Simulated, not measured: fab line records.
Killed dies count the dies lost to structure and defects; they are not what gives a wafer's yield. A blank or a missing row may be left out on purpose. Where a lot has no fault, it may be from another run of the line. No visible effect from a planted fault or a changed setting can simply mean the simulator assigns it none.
The tool behind it: which one? / flow n5 finfet / 12 lots, 36 wafers sampled, at 3 steps of a route of 1938

WHAT EACH GAUGE READ, for each wafer
N5_MIM_TOP_LITHO_OVL_MEAS_11.
lot=L449; measured=day 12 11:34; on=overlay-02; MIM_TOP_OVL (nm)=1 4 0
lot=L452; measured=day 12 12:59; on=overlay-02; MIM_TOP_OVL (nm)=5 6 4
lot=L453; measured=day 12 18:17; on=overlay-01; MIM_TOP_OVL (nm)=-1 1 -1
lot=L455; measured=day 13 10:29; on=overlay-01; MIM_TOP_OVL (nm)=-3 3 -3
lot=L456; measured=day 13 03:28; on=overlay-02; MIM_TOP_OVL (nm)=-2 4 -1
lot=L460; measured=day 14 20:34; on=overlay-01; MIM_TOP_OVL (nm)=-10 -2 -8
lot=L461; measured=day 15 00:52; on=overlay-02; MIM_TOP_OVL (nm)=5 13 9
lot=L462; measured=day 15 07:39; on=overlay-02; MIM_TOP_OVL (nm)=-4 3 -1
lot=L464; measured=day 16 07:18; on=overlay-02; MIM_TOP_OVL (nm)=6 -3 0
lot=L465; measured=day 16 21:16; on=overlay-02; MIM_TOP_OVL (nm)=10 3 12
lot=L466; measured=day 16 11:44; on=overlay-01; MIM_TOP_OVL (nm)=2 1 -5
lot=L467; measured=day 17 04:41; on=overlay-01; MIM_TOP_OVL (nm)=-7 3 -2

WHAT TOOL EACH LOT RAN ON (gives the tool, then ch and the chambers of the sampled wafers, and finally the start)
lot=L449; N5_BEOL_M0_CO_CAP_123=cvd co-02 ch 1,2, day 6 14:02; N5_MIM_TOP_ALD_02=ald hk-03 ch 0,1,2, day 12 11:34 or earlier
lot=L452; N5_BEOL_M0_CO_CAP_123=cvd co-01 ch 0,2, day 7 06:07; N5_MIM_TOP_ALD_02=ald hk-02 ch 0,1,3, day 12 12:59 or earlier
lot=L453; N5_BEOL_M0_CO_CAP_123=cvd co-01 ch 0,1,2, day 7 10:08; N5_MIM_TOP_ALD_02=ald hk-01 ch 0,1,3, day 12 18:17 or earlier
lot=L455; N5_BEOL_M0_CO_CAP_123=cvd co-01 ch 0,1,2, day 7 21:35; N5_MIM_TOP_ALD_02=ald hk-03 ch 0,2,3, day 13 10:29 or earlier
lot=L456; N5_BEOL_M0_CO_CAP_123=cvd co-02 ch 0,1,2, day 8 03:52; N5_MIM_TOP_ALD_02=ald hk-03 ch 0,2,3, day 13 03:28 or earlier
lot=L460; N5_BEOL_M0_CO_CAP_123=cvd co-01 ch 0,2, day 9 04:27; N5_MIM_TOP_ALD_02=ald hk-03 ch 0,2,3, day 14 20:34 or earlier
lot=L461; N5_BEOL_M0_CO_CAP_123=cvd co-01 ch 0,1,2, day 9 09:50; N5_MIM_TOP_ALD_02=ald hk-03 ch 0,3, day 15 00:52 or earlier
lot=L462; N5_BEOL_M0_CO_CAP_123=cvd co-02 ch 0,1,2, day 9 18:40; N5_MIM_TOP_ALD_02=ald hk-01 ch 0,2,3, day 15 07:39 or earlier
lot=L464; N5_BEOL_M0_CO_CAP_123=cvd co-02 ch 0,1,2, day 10 08:17; N5_MIM_TOP_ALD_02=ald hk-03 ch 1,2,3, day 16 07:18 or earlier
lot=L465; N5_BEOL_M0_CO_CAP_123=cvd co-01 ch 0,1,2, day 10 12:52; N5_MIM_TOP_ALD_02=ald hk-03 ch 1,2, day 16 21:16 or earlier
lot=L466; N5_BEOL_M0_CO_CAP_123=cvd co-01 ch 1,2, day 10 16:22; N5_MIM_TOP_ALD_02=ald hk-01 ch 0,1,3, day 16 11:44 or earlier
lot=L467; N5_BEOL_M0_CO_CAP_123=cvd co-01 ch 0,2, day 11 07:31; N5_MIM_TOP_ALD_02=ald hk-03 ch 0,1,2, day 17 04:41 or earlier
- N5_BEOL_M0_CO_CAP_123: material Co, precursor CCTBA/H2, target thk 2 nm, time 102.1 s.
- N5_MIM_TOP_ALD_02: deposits Al2O3, purge time 3 s, co reactant pulse time 3 s.

WHAT THE TOOLS THEMSELVES READ (means of the sampled wafers that have a number; where no wafer has one, the mark that the record gives instead)
N5_BEOL_M0_CO_CAP_123.
lot=L449; tool=cvd co-02; heater power w (W)=238
lot=L452; tool=cvd co-01; heater power w (W)=234
lot=L453; tool=cvd co-01; heater power w (W)=230
lot=L455; tool=cvd co-01; heater power w (W)=226
lot=L456; tool=cvd co-02; heater power w (W)=221
lot=L460; tool=cvd co-01; heater power w (W)=234
lot=L461; tool=cvd co-01; heater power w (W)=229
lot=L462; tool=cvd co-02; heater power w (W)=218
lot=L464; tool=cvd co-02; heater power w (W)=221
lot=L465; tool=cvd co-01; heater power w (W)=227
lot=L466; tool=cvd co-01; heater power w (W)=217
lot=L467; tool=cvd co-01; heater power w (W)=238

N5_MIM_TOP_ALD_02.
lot=L449; tool=ald hk-03; precursor pulse height rel=0.982
lot=L452; tool=ald hk-02; precursor pulse height rel=1.013
lot=L453; tool=ald hk-01; precursor pulse height rel=0.992
lot=L455; tool=ald hk-03; precursor pulse height rel=1.002
lot=L456; tool=ald hk-03; precursor pulse height rel=1.011
lot=L460; tool=ald hk-03; precursor pulse height rel=0.995
lot=L461; tool=ald hk-03; precursor pulse height rel=0.994
lot=L462; tool=ald hk-01; precursor pulse height rel=1.013
lot=L464; tool=ald hk-03; precursor pulse height rel=0.998
lot=L465; tool=ald hk-03; precursor pulse height rel=0.998
lot=L466; tool=ald hk-01; precursor pulse height rel=1.000
lot=L467; tool=ald hk-03; precursor pulse height rel=1.018

THE ANSWER, worked out from the rows above alone
Rule: the lots themselves supply what counts as usual. The widest of any qualifying gaps counts: lots, ordered by their means at a reading, are off when they make up no more than a third of the lots, leave a main group of 4 or more, and stand apart from it by 3 or more times the standard deviation of that group's means. A main group is skipped when, at the precision printed for the reading in the tables above, its means are all equal. Also off: a lot with no number at a reading for which 4 or more lots have one. The other lots that the step has rows for count as sound. The gauges are gone through in route order, then the tools' own readings, and for those a lot's mean is taken as printed above. At the first step where some lot is off, the reading lying furthest off is the one used; lots without a number count as furthest.
No lot is off on any of the readings shown, so nothing can be concluded from this.

WHAT THE SIMULATOR HAD INSERTED
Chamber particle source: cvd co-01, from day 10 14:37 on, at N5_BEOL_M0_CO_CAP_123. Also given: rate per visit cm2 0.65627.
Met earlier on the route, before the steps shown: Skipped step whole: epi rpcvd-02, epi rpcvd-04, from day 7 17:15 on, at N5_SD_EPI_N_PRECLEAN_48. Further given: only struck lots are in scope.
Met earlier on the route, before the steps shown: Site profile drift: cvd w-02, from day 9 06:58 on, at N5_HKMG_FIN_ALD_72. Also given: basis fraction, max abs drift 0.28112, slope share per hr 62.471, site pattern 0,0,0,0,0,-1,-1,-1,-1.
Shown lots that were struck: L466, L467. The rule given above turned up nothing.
